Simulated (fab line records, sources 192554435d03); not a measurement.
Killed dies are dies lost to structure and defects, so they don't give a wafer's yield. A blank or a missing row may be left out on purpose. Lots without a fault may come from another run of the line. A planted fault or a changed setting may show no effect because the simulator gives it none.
fab line records | flow n5_finfet
record lots=7 wafers=21 last_day=17
route steps=1938 shown BEOL_M15@1776
lots that met no fault: from a run of the same line without faults
start_h: hours from the record's first day to the start of the lot's first wafer shown | wait_h: hours since the lot's step before | " the same as in the row above | L1.1+2: a row that stands for several wafers | - no value, or no start given | * or withheld: withheld | < > ~ a bound
route shown NAME@n: a module of which the file shows steps, and the number in the route of the first | usual: mean/standard deviation of fault-free wafers | same: alike in all rows | chamber/n: place in a boat | sites: the reading at each site | _std_site: their standard deviation | _edge_site: outer sites' mean less inner sites' | radius_mm: how far each site lies from the wafer's centre | mask NAME#n: copy n | behind: the tool/chamber that last shaped the wafer | hold: why the lot was held/for how many hours/how that ended | device: the transistor (n, p or np) that didn't switch | end of line: the same wafers' tests at the end of the route | a step without rows: its recipe alone | killed: dies lost to structure and defects at the first sort, not the wafer's yield | map: a wafer's dies, x killed, . not, _ none there
set.NAME: the setting as run; set.NAME@STEP: as run at that earlier step | model.NAME: the simulator's own value behind a step, which no gauge read
lots at some steps of the route; a table a step, a row a wafer
services: from which hour (start_h, from the record's first day; less than 0 if before it) a tool's chamber was out of use, for how many hours, and why
## steps
# step N5_BEOL_M15_COAT_04
# recipe spin_rpm=1704 resist_thk_nm=800
# step N5_BEOL_M15_EBR_06
# recipe solvent=PGMEA ebr_width_mm=1.5
# step N5_BEOL_M15_SOFTBAKE_05
# recipe temp_c=130 time_s=60
# step N5_BEOL_M15_EXPOSE_07
# recipe mask_id=V14 na=0.8 source_shape=annular sigma_inner=0.5 sigma_outer=0.8 polarization=unpolarized attpsm_phase_deg=180 dose_mj=41.25
# step N5_BEOL_M15_PEB_08
# recipe peb_temp_c=130 peb_time_s=90
# step N5_BEOL_M15_DEVELOP_09
# recipe develop_time_s=45 rinse_liquid=diw dry=air_spin dev_temp_c=21
# step N5_BEOL_M15_HARDBAKE_14
# recipe temp_c=130 time_s=120
# step N5_BEOL_M15_CD_MEAS_10
# recipe target_cd_nm=360 landing_energy_ev=500 detector=se_inlens polarity=opening
# usual cd_nm=359.7/1.7
# columns lot.wafer tool chamber start_h wait_h cd_nm
L680.1 cd_sem-01 0 250.68 - 355.7
L680.4 " 0 " " 358.3
L680.6 " 0 " " 358.5
L694.2 cd_sem-02 0 339.88 - 359.5
L694.3 " 0 " " 357.2
L694.4 " 0 " " 359.2
L692.1 cd_sem-01 0 345.69 - 362.3
L692.4 " 0 " " 363.1
L692.5 " 0 " " 359.8
L693.3 cd_sem-03 0 348.69 - 361.1
L693.4 " 0 " " 361.3
L693.6 " 0 " " 360.8
L696.2 cd_sem-02 0 349.45 - 358.7
L696.3 " 0 " " 360.3
L696.6 " 0 " " 360.9
L701.1 cd_sem-02 0 383.33 - 359.8
L701.2 " 0 " " 358.2
L701.4 " 0 " " 360.3
L703.1 cd_sem-03 0 386.23 - 361.7
L703.3 " 0 " " 358.8
L703.6 " 0 " " 359.2
# step N5_BEOL_M15_OVL_MEAS_11
# recipe points_per_wafer=44
# usual V14_OVL=2/6
# columns lot.wafer tool chamber start_h wait_h V14_OVL[nm]
L680.1 overlay-02 0 250.71 0.0 0
L680.4 " 0 " " -3
L680.6 " 0 " " -6
L694.2 overlay-01 0 339.91 0.0 0
L694.3 " 0 " " 5
L694.4 " 0 " " 1
L692.1 overlay-02 0 345.72 0.0 6
L692.4 " 0 " " -5
L692.5 " 0 " " 6
L693.3 overlay-01 0 348.72 0.0 -8
L693.4 " 0 " " -6
L693.6 " 0 " " -8
L696.2 overlay-02 0 349.48 0.0 3
L696.3 " 0 " " 6
L696.6 " 0 " " 0
L701.1 overlay-02 0 383.36 0.0 -7
L701.2 " 0 " " 3
L701.4 " 0 " " -3
L703.1 overlay-01 0 386.26 0.0 3
L703.3 " 0 " " 2
L703.6 " 0 " " -4
# step N5_BEOL_M15_INSPECT_12
# recipe mode=adi inspect_instrument=macro
# usual raw_defect_count=2.0/1.4
# columns lot.wafer tool chamber start_h wait_h raw_defect_count
L680.1 defect_inspect-02 - 250.73 0.0 2
L680.4 " - " " 0
L680.6 " - " " 1
L694.2 defect_inspect-01 - 339.93 0.0 1
L694.3 " - " " 3
L694.4 " - " " 2
L692.1 defect_inspect-01 - 345.74 0.0 2
L692.4 " - " " 1
L692.5 " - " " 2
L693.3 defect_inspect-01 - 348.75 0.0 6
L693.4 " - " " 5
L693.6 " - " " 1
L696.2 defect_inspect-01 - 349.50 0.0 4
L696.3 " - " " 2
L696.6 " - " " 3
L701.1 defect_inspect-01 - 383.39 0.0 1
L701.2 " - " " 3
L701.4 " - " " 5
L703.1 defect_inspect-01 - 386.28 0.0 2
L703.3 " - " " 5
L703.6 " - " " 3
# step N5_BEOL_M15_DESCUM_15
# recipe chemistry=O2 time_s=7.9 source_power_w=50 bias_power_w=20 pressure_mtorr=20 rf_frequency_hz=2.712e+07 temp_c=40 o2_flow_sccm=225
# usual chamber_pressure_mTorr=19.998/0.018 drypump_motor_current_A=5.6/0.46 oes_product_au=0.80/0.079 rf_vpp_V=243.2/1.5 showerhead_plenum_p_Torr=2.10/0.084 throttle_valve_pct=20.4/0.33
# columns lot.wafer tool chamber start_h wait_h chamber_pressure_mTorr drypump_motor_current_A oes_product_au rf_hours_counter_h rf_vpp_V showerhead_plenum_p_Torr throttle_valve_pct
L680.1 rie_diel-04 2 250.81 0.1 19.997 5.0 0.73 196 240.7 1.98 20.4
L680.4 " 1 " " 19.987 5.0 0.98 1 241.7 2.04 20.1
L680.6 " 0 " " 19.983 6.3 0.84 - 242.1 2.02 20.5
L694.2 rie_diel-04 1 339.97 0.0 19.975 5.1 0.88 29 243.6 2.03 20.1
L694.3 " 2 " " 20.004 5.0 0.71 219 241.6 1.98 20.4
L694.4 " 3 " " 20.019 5.4 0.81 84 245.6 2.22 20.0
L692.1 rie_diel-04 3 345.77 0.0 19.999 5.4 0.80 86 244.5 2.22 20.0
L692.4 " 2 " " 20.018 5.0 0.71 220 242.3 1.98 20.4
L692.5 " 0 " " 19.996 6.3 0.80 - 241.5 2.01 20.6
L693.3 rie_diel-05 2 348.85 0.1 19.983 5.8 0.70 189 242.3 2.10 20.8
L693.4 " 0 " " 20.003 6.1 0.86 80 241.1 2.04 20.1
L693.6 " 3 " " 20.002 5.4 0.78 - 243.4 2.11 20.7
L696.2 rie_diel-03 3 349.54 0.0 19.990 5.9 0.83 79 244.6 2.11 20.4
L696.3 " 0 " " 20.007 5.8 0.67 229 244.6 2.18 21.1
L696.6 " 0 " " 19.970 5.8 0.67 - 244.6 2.18 21.1
L701.1 rie_diel-03 2 384.09 0.7 19.999 6.0 0.91 26 244.4 2.23 20.1
L701.2 " 1 " " 20.032 4.9 0.83 71 243.8 2.12 20.5
L701.4 " 0 " " 20.013 5.7 0.67 - 244.8 2.18 21.1
L703.1 rie_diel-05 3 386.31 0.0 20.033 5.4 0.77 132 242.9 2.11 20.7
L703.3 " 2 " " 19.989 5.8 0.69 200 241.9 2.10 20.8
L703.6 " 2 " " 20.002 5.8 0.69 - 242.7 2.10 20.8
# step N5_BEOL_M15_ETCH_59
# recipe chemistry=N2/H2 target=BARC target_depth_a=890 overetch_a=267 time_s=67.9 ion_energy_ev=200 pressure_mtorr=30 source_w=840 bias_w=150 n2_flow_sccm=200 h2_flow_sccm=200
# usual bias_w=150.1/0.43 chamber_pressure_mTorr=30.008/0.029 drypump_motor_current_A=5.6/0.45 oes_product_au=0.68/0.063 rf_vpp_V=523.9/2.6 showerhead_plenum_p_Torr=2.54/0.095 throttle_valve_pct=17.9/0.33
# columns lot.wafer tool chamber start_h wait_h bias_w chamber_pressure_mTorr drypump_motor_current_A oes_product_au rf_hours_counter_h rf_vpp_V showerhead_plenum_p_Torr throttle_valve_pct
L680.1 rie_diel-04 2 250.84 0.0 149.6 30.051 5.0 0.62 196 521.0 2.43 18.0
L680.4 " 1 " " 150.2 29.991 5.0 0.80 1 521.9 2.48 17.4
L680.6 " 0 " " 150.7 30.031 6.3 0.71 - 521.4 2.48 18.2
L694.2 rie_diel-04 1 340.00 0.0 149.6 29.966 5.0 0.73 29 521.4 2.47 17.5
L694.3 " 2 " " 150.0 30.029 5.0 0.60 219 520.5 2.42 18.0
L694.4 " 3 " " 149.8 30.018 5.4 0.68 84 528.3 2.69 17.5
L692.1 rie_diel-04 3 345.81 0.0 150.4 29.984 5.4 0.68 86 527.8 2.69 17.5
L692.4 " 2 " " 149.4 30.040 5.0 0.61 220 521.4 2.42 18.0
L692.5 " 0 " " 150.5 30.034 6.3 0.68 - 520.7 2.47 18.2
L693.3 rie_diel-05 2 348.89 0.0 150.1 30.043 5.8 0.60 189 525.1 2.52 18.2
L693.4 " 0 " " 150.2 30.027 6.1 0.72 80 522.4 2.48 17.6
L693.6 " 3 " " 149.7 30.035 5.4 0.66 - 523.2 2.53 18.0
L696.2 rie_diel-03 3 349.57 0.0 149.7 30.055 5.8 0.70 79 524.3 2.54 17.6
L696.3 " 0 " " 149.9 29.992 5.8 0.59 229 525.2 2.62 18.4
L696.6 " 0 " " 149.8 30.023 5.8 0.59 - 525.5 2.62 18.4
L701.1 rie_diel-03 2 384.12 0.0 149.9 29.990 6.0 0.79 26 528.5 2.71 17.6
L701.2 " 1 " " 150.1 30.037 4.9 0.71 71 524.3 2.60 18.1
L701.4 " 0 " " 150.3 30.052 5.8 0.58 - 523.9 2.62 18.4
L703.1 rie_diel-05 3 386.35 0.0 149.1 30.001 5.4 0.65 132 523.7 2.53 18.0
L703.3 " 2 " " 149.6 29.994 5.8 0.61 200 523.0 2.52 18.2
L703.6 " 2 " " 149.8 30.027 5.8 0.60 - 522.9 2.52 18.2
# step N5_BEOL_M15_VIA_ETCH_16
# recipe chemistry=C4F8/O2/Ar target=SiO2 he_inner_torr=15 he_outer_torr=30 target_depth_a=17922 time_s=withheld ion_energy_ev=800 pressure_mtorr=20 source_w=1905 bias_w=2040 Ar_flow_sccm=400 C4F8_flow_sccm=16 O2_flow_sccm=12 ends=cleared
# usual C4F8_flow_sccm=16.00/0.047 O2_flow_sccm=11.99/0.036 chamber_pressure_mTorr=20.001/0.019 drypump_motor_current_A=5.6/0.46 oes_ar_750_au=0.80/0.072 oes_product_au=0.72/0.07 rf_vpp_V=2226/41 showerhead_plenum_p_Torr=3.44/0.12 throttle_valve_pct=30.87/0.27
# columns lot.wafer tool chamber start_h wait_h C4F8_flow_sccm O2_flow_sccm chamber_pressure_mTorr drypump_motor_current_A oes_ar_750_au oes_product_au rf_vpp_V showerhead_plenum_p_Torr throttle_valve_pct model.coat_of_BEOL_M15_COAT_04.thk_nm
L680.1 rie_diel-04 2 250.90 0.0 16.01 12.01 19.983 5.0 0.74 0.66 2193 3.28 30.84 344
L680.4 " 1 " " 16.03 11.93 19.999 5.0 0.94 0.87 2269 3.37 30.67 338
L680.6 " 0 " " 15.97 11.94 19.978 6.3 0.84 0.76 2181 3.33 31.04 338
L694.2 rie_diel-04 1 340.05 0.0 - - - - - - - - - 716.6
L694.3 " 2 " " - - - - - - - - - 720.8
L694.4 " 3 " " - - - - - - - - - 717
L692.1 rie_diel-04 3 345.86 0.0 - - - - - - - - - 718.8
L692.4 " 2 " " - - - - - - - - - 720.4
L692.5 " 0 " " - - - - - - - - - 720.2
L693.3 rie_diel-05 2 348.94 0.0 - - - - - - - - - 719.8
L693.4 " 0 " " - - - - - - - - - 718.2
L693.6 " 3 " " - - - - - - - - - 717.8
L696.2 rie_diel-03 3 349.63 0.0 16.00 11.99 19.998 5.9 0.83 0.75 2279 3.49 31.02 332
L696.3 " 0 " " 16.08 11.95 20.017 5.8 0.69 0.61 2188 3.52 31.27 327
L696.6 " 0 " " 16.00 11.97 19.980 5.8 0.68 0.61 2186 3.52 31.29 328.4
L701.1 rie_diel-03 2 384.18 0.0 15.97 12.01 20.022 6.0 0.90 0.82 2295 3.65 30.65 339
L701.2 " 1 " " 16.07 12.00 20.017 4.9 0.84 0.76 2212 3.48 30.96 329.8
L701.4 " 0 " " 15.94 11.99 20.003 5.8 0.68 0.61 2187 3.52 31.29 326.2
L703.1 rie_diel-05 3 386.40 0.0 16.03 11.95 19.985 5.4 0.76 0.70 2155 3.44 31.12 335.6
L703.3 " 2 " " 15.98 11.95 19.984 5.8 0.70 0.64 2229 3.41 31.11 326.6
L703.6 " 2 " " 15.98 12.01 20.005 5.8 0.70 0.63 2230 3.41 31.13 316.4
# step N5_BEOL_M15_STRIP_63
# recipe chemistry=O2 power_w=600 temp_c=60 pressure_mtorr=30 rf_frequency_hz=6e+07 bias_power_w=0 overash_fraction=0.3 o2_flow_sccm=225
# usual chamber_pressure_mTorr=30.00/0.041 drypump_motor_current_A=5.6/0.45 oes_product_au=0.80/0.079 rf_vpp_V=3.6/0.75 showerhead_plenum_p_Torr=2.10/0.084 throttle_valve_pct=16.7/0.31
# same overash_fraction=0.3
# columns lot.wafer tool chamber start_h wait_h chamber_pressure_mTorr drypump_motor_current_A oes_product_au rf_hours_counter_h rf_vpp_V showerhead_plenum_p_Torr throttle_valve_pct
L680.1 rie_diel-04 2 - - 30.01 5.0 0.72 196 2.0 1.99 16.7
L680.4 " 1 " " 30.07 5.1 0.95 1 3.2 2.04 16.3
L680.6 " 0 " " 29.96 6.3 0.83 - 3.0 2.02 16.7
L694.2 rie_diel-04 1 - - 29.87 5.1 0.87 29 2.6 2.03 16.3
L694.3 " 2 " " 29.95 4.9 0.70 219 1.8 1.98 16.7
L694.4 " 3 " " 30.04 5.4 0.78 84 2.9 2.22 16.3
L692.1 rie_diel-04 3 - - 30.10 5.4 0.79 86 4.0 2.22 16.3
L692.4 " 2 " " 30.02 5.0 0.72 221 4.9 1.98 16.7
L692.5 " 0 " " 29.98 6.3 0.81 - 2.4 2.01 16.8
L693.3 rie_diel-05 2 - - 29.96 5.8 0.71 189 3.5 2.11 17.0
L693.4 " 0 " " 30.02 6.1 0.83 80 5.8 2.04 16.3
L693.6 " 3 " " 29.96 5.4 0.79 - 4.4 2.12 16.9
L696.2 rie_diel-03 3 - - 29.92 5.8 0.82 79 4.3 2.12 16.6
L696.3 " 0 " " 30.05 5.7 0.67 229 4.0 2.18 17.3
L696.6 " 0 " " 30.01 5.7 0.68 - 4.5 2.18 17.3
L701.1 rie_diel-03 2 - - 30.00 5.9 0.91 26 4.5 2.24 16.4
L701.2 " 1 " " 30.01 4.9 0.82 71 4.7 2.13 16.6
L701.4 " 0 " " 29.94 5.8 0.67 - 4.5 2.18 17.3
L703.1 rie_diel-05 3 - - 29.91 5.4 0.78 132 4.2 2.12 16.9
L703.3 " 2 " " 29.97 5.8 0.70 200 3.0 2.10 17.0
L703.6 " 2 " " 29.97 5.8 0.70 - 5.1 2.10 17.0
# step N5_BEOL_M15_STRIP_64
# recipe chemistry=O2 power_w=600 temp_c=60 pressure_mtorr=30 rf_frequency_hz=6e+07 bias_power_w=0 overash_fraction=0.3 o2_flow_sccm=225
# usual chamber_pressure_mTorr=29.999/0.027 drypump_motor_current_A=5.6/0.45 oes_product_au=0.80/0.079 rf_vpp_V=3.6/0.47 showerhead_plenum_p_Torr=2.10/0.084 throttle_valve_pct=16.7/0.31
# same overash_fraction=0.3
# columns lot.wafer tool chamber start_h wait_h chamber_pressure_mTorr drypump_motor_current_A oes_product_au rf_hours_counter_h rf_vpp_V showerhead_plenum_p_Torr throttle_valve_pct
L680.1 rie_diel-04 2 - - 30.010 5.0 0.73 196 3.8 1.99 16.7
L680.4 " 1 " " 29.961 5.0 0.96 1 2.4 2.04 16.3
L680.6 " 0 " " 30.026 6.3 0.83 - 2.9 2.02 16.8
L694.2 rie_diel-04 1 - - 30.017 5.0 0.88 29 3.1 2.03 16.4
L694.3 " 2 " " 29.976 5.0 0.71 219 3.6 1.98 16.7
L694.4 " 3 " " 30.012 5.4 0.80 84 3.7 2.22 16.3
L692.1 rie_diel-04 3 - - 30.041 5.4 0.80 86 3.8 2.22 16.3
L692.4 " 2 " " 29.986 5.0 0.70 221 4.1 1.98 16.7
L692.5 " 0 " " 30.026 6.3 0.79 - 4.0 2.01 16.8
L693.3 rie_diel-05 2 - - 29.986 5.8 0.70 189 3.6 2.11 17.0
L693.4 " 0 " " 29.994 6.0 0.85 80 3.7 2.04 16.3
L693.6 " 3 " " 29.998 5.4 0.79 - 3.7 2.12 16.9
L696.2 rie_diel-03 3 - - 29.974 5.9 0.83 79 3.6 2.12 16.6
L696.3 " 0 " " 29.992 5.7 0.67 229 4.1 2.18 17.3
L696.6 " 0 " " 29.986 5.8 0.67 - 3.7 2.18 17.3
L701.1 rie_diel-03 2 - - 30.018 6.0 0.91 26 2.6 2.24 16.4
L701.2 " 1 " " 30.001 4.9 0.83 71 3.4 2.13 16.6
L701.4 " 0 " " 29.988 5.8 0.66 - 4.1 2.18 17.3
L703.1 rie_diel-05 3 - - 30.013 5.4 0.78 132 3.4 2.12 16.9
L703.3 " 2 " " 29.938 5.8 0.70 200 4.4 2.10 17.0
L703.6 " 2 " " 29.981 5.8 0.69 - 4.0 2.10 17.0
# step N5_BEOL_M15_STRIP_65
# recipe chemistry=post_etch_residue_remover time_s=60 temp_c=25 remover_ph=withheld remover_water_wt_pct=withheld remover_fluoride_wt_pct=withheld
# step N5_BEOL_M15_SRD_66
# recipe time_s=30 temp_c=23 rinse_liquid=diw dry=n2_spin spin_rpm=1500 dry_time_s=30
# step N5_BEOL_M15_CD_MEAS_17
# recipe target_cd_nm=360 polarity=opening
# usual cd_nm=361.0/2.2
# columns lot.wafer tool chamber start_h wait_h cd_nm
L680.1 cd_sem-03 - 251.31 0.0 357.1
L680.4 " - " " 358.2
L680.6 " - " " 358.7
L694.2 cd_sem-03 - 340.46 0.0 -
L694.3 " - " " -
L694.4 " - " " -
L692.1 cd_sem-02 - 346.27 0.0 -
L692.4 " - " " -
L692.5 " - " " -
L693.3 cd_sem-01 - 349.36 0.0 -
L693.4 " - " " -
L693.6 " - " " -
L696.2 cd_sem-02 - 350.04 0.0 359.8
L696.3 " - " " 364.1
L696.6 " - " " 365.3
L701.1 cd_sem-03 - 384.59 0.0 358.1
L701.2 " - " " 358.6
L701.4 " - " " 361.8
L703.1 cd_sem-02 - 386.81 0.0 363.6
L703.3 " - " " 357.1
L703.6 " - " " 358.0
# step N5_BEOL_M15_COAT_56
# recipe resist=SOC temp_c=250 time_s=60 spin_rpm=1500 resist_thk_nm=550
## services
# columns tool chamber start_h hours kind
rie_diel-04 1 231.91 - clean
rie_diel-04 1 231.91 - consumable_replace:focus_ring
rie_diel-04 1 231.91 14.9 scheduled_down
rie_diel-04 1 231.91 14.9 vent_cycle
rie_diel-05 - 243.98 0.4 repair
rie_diel-05 1 248.26 8.4 repair
rie_diel-05 - 265.91 4.3 pm
rie_diel-05 - 283.06 1.3 repair
rie_diel-03 2 284.87 - clean
rie_diel-03 2 284.87 - consumable_replace:focus_ring
rie_diel-03 2 284.87 - consumable_replace:showerhead
rie_diel-03 2 284.87 22.5 scheduled_down
rie_diel-03 2 284.87 22.5 vent_cycle
rie_diel-04 2 310.40 11.5 repair
rie_diel-05 0 359.28 1.5 repair
rie_diel-05 3 373.86 6.3 repair
rie_diel-04 2 377.70 15.9 repair
rie_diel-03 3 383.78 2.1 repair
## key
first_sign step=N5_BEOL_M15_VIA_ETCH_16 reading=tool_record direction=missing
effect step=N5_BEOL_M15_CD_MEAS_17 reading=cd_nm direction=missing
model_effect step=N5_BEOL_M15_VIA_ETCH_16 value=coat_of_BEOL_M15_COAT_04.thk_nm without=329.7 struck=718.8
met_at N5_BEOL_M15_VIA_ETCH_16
struck_wafers L692.1,L692.4,L692.5,L693.3,L693.4,L693.6,L694.2,L694.3,L694.4
later_rows_left_out L692.1,L692.4,L692.5,L693.3,L693.4,L693.6,L694.2,L694.3,L694.4
sort_left_out L692.1,L692.4,L692.5,L693.3,L693.4,L693.6,L694.2,L694.3,L694.4
onset_between 250.90 340.05
fault kind=skipped_step_whole tool=rie_diel-04,rie_diel-05 chamber=- onset_h=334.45 steps=N5_BEOL_M15_VIA_ETCH_16 scope=struck_lots_only
# sort_left_out: the simulated sort isn't trusted on such a fault, so these wafers' sort isn't shown, and their yield isn't known
# later_rows_left_out: the simulator's readings of these wafers behind a module that went badly wrong aren't trusted and aren't shown, but for the sort
